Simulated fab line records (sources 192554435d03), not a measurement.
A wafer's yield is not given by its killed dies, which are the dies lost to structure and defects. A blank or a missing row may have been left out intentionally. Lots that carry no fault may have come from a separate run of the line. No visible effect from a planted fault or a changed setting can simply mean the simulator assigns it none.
Which tool is to blame? | flow n5-finfet | at 1 step of a route of 1938, 11 lots with 30 wafers sampled

== WHAT THE GAUGES READ, wafer by wafer ==
N5_BEOL_M4_RC_MEAS_101.
lot  | measured     | on        | DIBL_N (mV/V)  | DIBL_P (mV/V)  | IOFF_N (nA/um) | IOFF_P (nA/um) | ION_N (uA/um) | ION_P (uA/um) | SS_N (mV/dec)  | SS_P (mV/dec)  | VT_N (mV)   | VT_P (mV)
L603 | day 8 01:12  | prober-02 | 35.0 34.3 33.8 | 34.9 32.9 33.2 | 0.13 0.11 0.13 | 0.22 0.16 0.18 | 644 654 670   | 451 455 464   | 71.5 70.7 70.5 | 73.5 72.8 73.0 | 255 255 250 | -250 -253 -250
L609 | day 10 02:07 | prober-02 | 34.2 29.9 35.6 | 34.9 28.0 35.0 | 0.14 0.08 0.17 | 0.17 0.10 0.17 | 666 634 681   | 455 431 455   | 70.9 70.5 71.5 | 73.2 71.9 72.6 | 251 259 247 | -254 -261 -256
L610 | day 10 07:01 | prober-02 | 40.5 36.6 38.3 | 43.2 39.1 40.2 | 0.26 0.15 0.21 | 0.26 0.20 0.20 | 697 676 686   | 459 455 452   | 72.7 71.8 71.9 | 74.4 74.3 73.9 | 244 252 246 | -251 -254 -253
L611 | day 10 11:17 | prober-02 | 37.8 32.0 40.5 | 41.4 33.5 43.5 | 0.19 0.10 0.27 | 0.29 0.17 0.34 | 672 647 697   | 471 454 479   | 72.0 69.9 72.3 | 73.6 72.1 75.5 | 249 255 242 | -245 -251 -242
L617 | day 12 08:26 | prober-02 | 36.4 36.7 33.9 | 37.1 37.5 33.5 | 0.15 0.15 0.12 | 0.20 0.21 0.16 | 681 680 657   | 471 474 453   | 71.8 71.8 70.7 | 73.2 73.5 72.0 | 253 252 254 | -250 -250 -253
L618 | day 12 16:28 | prober-02 | 36.8 38.3      | 36.2 38.6      | 0.18 0.21      | 0.21 0.24      | 690 686       | 460 462       | 72.1 71.9      | 73.8 74.4      | 246 244     | -250 -248
L619 | day 12 21:07 | prober-02 | 35.0 40.5      | 32.9 40.7      | 0.14 0.26      | 0.19 0.32      | 659 702       | 457 479       | 71.0 73.5      | 71.6 74.1      | 251 244     | -249 -242
L621 | day 12 22:52 | prober-01 | 36.1 34.7 37.6 | 37.7 35.3 37.5 | 0.18 0.15 0.20 | 0.27 0.22 0.26 | 673 683 681   | 466 473 467   | 72.0 71.0 71.9 | 74.1 73.4 73.8 | 249 249 244 | -245 -248 -247
L622 | day 13 01:31 | prober-01 | 37.0 37.9      | 38.9 40.3      | 0.16 0.17      | 0.22 0.23      | 673 672       | 455 460       | 71.2 72.0      | 73.2 73.9      | 251 251     | -252 -250
L620 | day 13 01:37 | prober-02 | 32.2 35.6 36.5 | 32.2 35.7 37.0 | 0.12 0.16 0.18 | 0.19 0.24 0.29 | 669 678 686   | 476 466 475   | 70.6 71.2 71.6 | 71.6 72.7 73.8 | 251 248 244 | -247 -244 -240
L624 | day 14 09:05 | prober-01 | 34.2 36.0 32.6 | 36.4 37.1 33.2 | 0.15 0.18 0.12 | 0.21 0.22 0.17 | 678 682 665   | 460 462 457   | 71.5 71.9 71.3 | 74.1 73.2 72.6 | 248 246 251 | -249 -250 -254

== WHICH TOOL RAN EACH LOT (tool, then ch and the chambers of the sampled wafers, then the start) ==
Before these readings, the record contains no process step.

== AS READ BY THE TOOLS THEMSELVES (means over the sampled wafers that have a number; for cases with no such wafer, the mark the record gives instead) ==
The record holds no such reading with a usual standard deviation.

== THE ANSWER, worked out from the rows above alone ==
Rule: usual is defined by the lots themselves. The widest of any qualifying gaps counts: lots, ordered by their means at a reading, are off when they make up no more than a third of the lots, leave a main group of 4 or more, and stand apart from it by 3 or more times the standard deviation of that group's means. Not used: any main group whose means are identical at the precision the tables above print for the reading. A lot without any number at a reading at which 4 lots or more have one is off too. Any other lot the step has rows for is counted as sound. Order of review: gauges by route order, followed by the tools' own readings, for which a lot's mean as printed above is used. At the first step where some lot is off, the reading lying furthest off is the one used; lots without a number count as furthest.
None of the lots is off at any reading shown; this tells nothing.

== WHAT THE SIMULATOR PUT IN ==
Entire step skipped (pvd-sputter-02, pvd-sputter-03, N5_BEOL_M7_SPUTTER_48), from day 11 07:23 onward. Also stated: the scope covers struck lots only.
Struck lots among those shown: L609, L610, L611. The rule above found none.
